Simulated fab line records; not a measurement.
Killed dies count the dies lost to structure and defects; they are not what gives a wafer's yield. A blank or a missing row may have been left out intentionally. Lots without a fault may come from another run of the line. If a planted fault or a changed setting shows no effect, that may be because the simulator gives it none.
Split-lot experiment || flow n5-finfet || 21 wafers read from 7 lots, route of 1938 steps

## SPLIT DETAILS
At N5_BEOL_M5_ETCH_41 (etches SiCN in CH3F/O2, target depth 31.5 nm, time 56.7 s), the setting source-w was moved away from the recipe's 395 W on 7 of the 21 wafers read, by -16.7% to +15.1%. This setting was run at the recipe's value on the other wafers.

The split's own step is where the reading is taken.

## THE READING
rf-vpp-V, in V, at N5_BEOL_M5_ETCH_41 (etches SiCN in CH3F/O2, target depth 31.5 nm, time 56.7 s). A value of 297.4 V with a standard deviation of 2 V is what fault-free wafers of this fab line usually give.

{"wafer": "L078.4", "tool, chamber at the split": "rie-diel-02, 0", "source-w as run, W": 395, "against the recipe": "recipe", "rf-vpp-V, V": 298.1, "against lot-mates on the recipe": "-"}
{"wafer": "L078.5", "tool, chamber at the split": "rie-diel-02, 1", "source-w as run, W": 395, "against the recipe": "recipe", "rf-vpp-V, V": 300.9, "against lot-mates on the recipe": "-"}
{"wafer": "L078.6", "tool, chamber at the split": "rie-diel-02, 0", "source-w as run, W": 441.9, "against the recipe": "+11.9%", "rf-vpp-V, V": 287.2, "against lot-mates on the recipe": -12.3}
{"wafer": "L080.3", "tool, chamber at the split": "rie-diel-06, 1", "source-w as run, W": 395, "against the recipe": "recipe", "rf-vpp-V, V": 295.4, "against lot-mates on the recipe": "-"}
{"wafer": "L080.4", "tool, chamber at the split": "rie-diel-06, 2", "source-w as run, W": 395, "against the recipe": "recipe", "rf-vpp-V, V": 295.8, "against lot-mates on the recipe": "-"}
{"wafer": "L080.5", "tool, chamber at the split": "rie-diel-06, 3", "source-w as run, W": 395, "against the recipe": "recipe", "rf-vpp-V, V": 299.6, "against lot-mates on the recipe": "-"}
{"wafer": "L081.1", "tool, chamber at the split": "rie-diel-06, 3", "source-w as run, W": 373.5, "against the recipe": "-5.4%", "rf-vpp-V, V": 304.0, "against lot-mates on the recipe": "+8.2"}
{"wafer": "L081.2", "tool, chamber at the split": "rie-diel-06, 1", "source-w as run, W": 395, "against the recipe": "recipe", "rf-vpp-V, V": 295.8, "against lot-mates on the recipe": "-"}
{"wafer": "L081.5", "tool, chamber at the split": "rie-diel-06, 2", "source-w as run, W": 373.5, "against the recipe": "-5.4%", "rf-vpp-V, V": 300.4, "against lot-mates on the recipe": "+4.6"}
{"wafer": "L084.1", "tool, chamber at the split": "rie-diel-06, 3", "source-w as run, W": 395, "against the recipe": "recipe", "rf-vpp-V, V": 300.3, "against lot-mates on the recipe": "-"}
{"wafer": "L084.4", "tool, chamber at the split": "rie-diel-06, 2", "source-w as run, W": 395, "against the recipe": "recipe", "rf-vpp-V, V": 296.0, "against lot-mates on the recipe": "-"}
{"wafer": "L084.5", "tool, chamber at the split": "rie-diel-06, 1", "source-w as run, W": 333.8, "against the recipe": "-15.5%", "rf-vpp-V, V": 309.1, "against lot-mates on the recipe": "+11.0"}
{"wafer": "L093.1", "tool, chamber at the split": "rie-diel-06, 3", "source-w as run, W": 329, "against the recipe": "-16.7%", "rf-vpp-V, V": 319.1, "against lot-mates on the recipe": "+23.0"}
{"wafer": "L093.3", "tool, chamber at the split": "rie-diel-06, 2", "source-w as run, W": 395, "against the recipe": "recipe", "rf-vpp-V, V": 295.1, "against lot-mates on the recipe": "-"}
{"wafer": "L093.6", "tool, chamber at the split": "rie-diel-06, 0", "source-w as run, W": 395, "against the recipe": "recipe", "rf-vpp-V, V": 297.2, "against lot-mates on the recipe": "-"}
{"wafer": "L096.3", "tool, chamber at the split": "rie-diel-02, 1", "source-w as run, W": 454.8, "against the recipe": "+15.1%", "rf-vpp-V, V": 285.7, "against lot-mates on the recipe": -12.9}
{"wafer": "L096.4", "tool, chamber at the split": "rie-diel-02, 0", "source-w as run, W": 395, "against the recipe": "recipe", "rf-vpp-V, V": 298.6, "against lot-mates on the recipe": "-"}
{"wafer": "L096.5", "tool, chamber at the split": "rie-diel-02, 2", "source-w as run, W": 454.8, "against the recipe": "+15.1%", "rf-vpp-V, V": 284.4, "against lot-mates on the recipe": -14.2}
{"wafer": "L097.1", "tool, chamber at the split": "rie-diel-05, 1", "source-w as run, W": 395, "against the recipe": "recipe", "rf-vpp-V, V": 295.2, "against lot-mates on the recipe": "-"}
{"wafer": "L097.3", "tool, chamber at the split": "rie-diel-05, 3", "source-w as run, W": 395, "against the recipe": "recipe", "rf-vpp-V, V": 297.4, "against lot-mates on the recipe": "-"}
{"wafer": "L097.6", "tool, chamber at the split": "rie-diel-05, 0", "source-w as run, W": 395, "against the recipe": "recipe", "rf-vpp-V, V": 297.2, "against lot-mates on the recipe": "-"}

FIT RESULTS
A straight line over all 21 wafers: rf-vpp-V changes by -0.926 V for each +1% of source-w; r = -0.95; the points scatter about the line by 2.4 V.
The same after taking each lot's own level away (the mean of its wafers on the recipe; 21 wafers): -1 V for each +1%; r = -0.96; scatter 2.3 V.
That fit puts the effect of the largest move of source-w on the reading at 17 V.
The span of the lots' own levels, 295.80 to 299.50 V, comes to 1.8 times the standard deviation stated above.
Consequently the slope shifts little with the lot-to-lot level, the two slopes agreeing.
Check: with one of the wafers moved furthest among these (-16.7%) left out of the fit, the line predicts +14.7 V for it against its lot-mates. Against them it came out at +23 V.
Tool readings at the split's step, against how far the setting was moved: rf-vpp-V r = -0.95.

## OTHER SPLITS ON THESE WAFERS
Before the reading, these wafers also passed through other splits. Each is held against what the fit with the lots' levels taken away leaves over:
{"other split on the same wafers": "N5_BEOL_M0_ETCH_128 source-w", "wafers away from the commonest value": 6, "r with rf-vpp-V (lot level and that fit taken away)": -0.14}
{"other split on the same wafers": "N5_BEOL_M0_ETCH_109 bias-w", "wafers away from the commonest value": 3, "r with rf-vpp-V (lot level and that fit taken away)": -0.51}
{"other split on the same wafers": "N5_BEOL_M1_SPUTTER_81 time-s", "wafers away from the commonest value": 7, "r with rf-vpp-V (lot level and that fit taken away)": -0.13}
{"other split on the same wafers": "N5_BEOL_M2_ETCH_70 source-w", "wafers away from the commonest value": 5, "r with rf-vpp-V (lot level and that fit taken away)": -0.16}
{"other split on the same wafers": "N5_BEOL_M2_TRENCH_ETCH_37 source-w", "wafers away from the commonest value": 5, "r with rf-vpp-V (lot level and that fit taken away)": -0.08}
{"other split on the same wafers": "N5_BEOL_M2_DEP_57 time-s", "wafers away from the commonest value": 9, "r with rf-vpp-V (lot level and that fit taken away)": "+0.23"}
{"other split on the same wafers": "N5_BEOL_M4_PECVD_72 temp-c", "wafers away from the commonest value": 3, "r with rf-vpp-V (lot level and that fit taken away)": "+0.14"}
{"other split on the same wafers": "N5_BEOL_M4_COAT_61 spin-rpm", "wafers away from the commonest value": 8, "r with rf-vpp-V (lot level and that fit taken away)": "+0.03"}
{"other split on the same wafers": "N5_BEOL_M5_ETCH_68 bias-w", "wafers away from the commonest value": 9, "r with rf-vpp-V (lot level and that fit taken away)": "+0.10"}

## THE FILE'S OWN FIT
rf-vpp-V changes by -1.02 V for each +1% of source-w, r = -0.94.
